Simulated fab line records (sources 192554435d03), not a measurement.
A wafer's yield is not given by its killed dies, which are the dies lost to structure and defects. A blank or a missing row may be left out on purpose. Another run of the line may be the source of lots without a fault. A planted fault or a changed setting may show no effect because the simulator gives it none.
Matching of chambers ; flow n5_finfet ; N5_HKMG_FIN_ETCH_35 on rie_diel-02: 4 sister chambers
The step etches SOC in N2/H2, target depth 215.8 nm, time 243.4 s. 4 wafers are shown with their chamber, then 10 later ones without.

WAFERS, EACH WITH ITS CHAMBER
wafer;chamber;showerhead_plenum_p_Torr (Torr)
L086.5;3;2.53
L086.6;2;2.51
L090.1;1;2.69
L090.3;0;2.66

WAFERS WITH NO CHAMBER GIVEN
wafer;showerhead_plenum_p_Torr (Torr)
L090.6;2.66
L091.1;2.52
L091.2;2.69
L091.3;2.69
L095.2;2.68
L095.4;2.52
L095.6;2.68
L096.1;2.50
L096.2;2.68
L096.3;2.52

WHICH CHAMBER EACH WENT THROUGH
wafer;from the rows above;in truth
L090.6;0;0
L091.1;can't be placed: 3 or 2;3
L091.2;1;1
L091.3;1;1
L095.2;can't be placed: 1 or 0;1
L095.4;can't be placed: 3 or 2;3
L095.6;can't be placed: 1 or 0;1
L096.1;2;2
L096.2;can't be placed: 1 or 0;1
L096.3;can't be placed: 3 or 2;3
Placed correctly: 4 of 10. Cannot be placed on the basis of these rows: 6; the candidates contain the true chamber in 6. Wrongly placed: 0.
How it was worked out, from the rows above alone: a wafer's distance from a chamber is the root of the sum, over the readings, of the square of ((its reading less the chamber's mean) divided by the reading's scatter). The wafer belongs to the nearest chamber; if the next one is less than 2 further off, it can't be placed. A chamber's mean is the mean of its shown wafers. The scatter: root of mean squared gap, hidden wafer to nearest shown wafer, with one shown wafer a chamber.
